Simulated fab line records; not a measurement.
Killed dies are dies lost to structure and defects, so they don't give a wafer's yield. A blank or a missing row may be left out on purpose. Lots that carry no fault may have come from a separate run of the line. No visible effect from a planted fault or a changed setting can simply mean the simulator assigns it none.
2 desks, one fault + flow n5 finfet + every desk sees just its own numbers, and what lay behind them comes last

AT THE TOOL OWNER'S DESK: pvd sputter-03
The tool's own readings at N5_PASSIVATION_SPUTTER_20 (material TaN, target thk 50 nm): means of the sampled wafers that have a number, for each lot that ran on this tool. The brackets show how far a lot's mean lies from the usual mean; more than 4 standard deviations puts the lot out of limits, marked OUT.
Columns: A = throttle valve pct at N5_PASSIVATION_SPUTTER_20, usual 29.9 %
| lot  | first seen here | A    |
|------|-----------------|------|
| L554 | day 13 04:08    | 30.3 |
| L552 | day 13 08:34    | 29.9 |
| L553 | day 13 11:19    | 30.3 |
| L555 | day 13 15:46    | 30.3 |
| L557 | day 14 07:47    | 30.3 |
| L572 | day 18 08:13    | 30.2 |
This desk's verdict: no lot among the 6 shows anything out of limits.

METROLOGY DESK
Means of the sampled wafers that have a number, per lot and without regard to the tool the lot ran on: this is what the gauges read. The brackets show how far a lot's mean lies from the usual mean; more than 4 standard deviations puts the lot out of limits, marked OUT.
Columns: A = cd nm at N5_PASSIVATION_CD_MEAS_10, usual 3000.8 nm; B = TV_OVL at N5_PASSIVATION_OVL_MEAS_60, usual -4 nm
| lot  | first seen here | A      | B   |
|------|-----------------|--------|-----|
| L550 | day 12 21:35    | 3001.6 | -2  |
| L554 | day 13 01:38    | 3003.4 | -1  |
| L552 | day 13 07:17    | 2999.4 | -8  |
| L553 | day 13 10:10    | 2999.9 | 0   |
| L555 | day 13 14:40    | 3000.5 | -3  |
| L557 | day 14 06:24    | 3002.5 | -0  |
| L558 | day 14 16:31    | 3002.8 | 1   |
| L566 | day 16 17:53    | 2999.1 | -5  |
| L567 | day 16 18:31    | 3000.5 | -15 |
| L568 | day 16 23:46    | 3001.9 | -1  |
| L571 | day 18 00:59    | 2999.2 | -11 |
| L572 | day 18 06:49    | 3002.5 | -1  |
This desk's verdict: no lot among the 12 shows anything out of limits.

BROUGHT TOGETHER
The desk of the tool owner found nothing out of limits.
Metrology desk: nothing out of limits seen.

WHAT WAS PUT IN BY THE SIMULATOR
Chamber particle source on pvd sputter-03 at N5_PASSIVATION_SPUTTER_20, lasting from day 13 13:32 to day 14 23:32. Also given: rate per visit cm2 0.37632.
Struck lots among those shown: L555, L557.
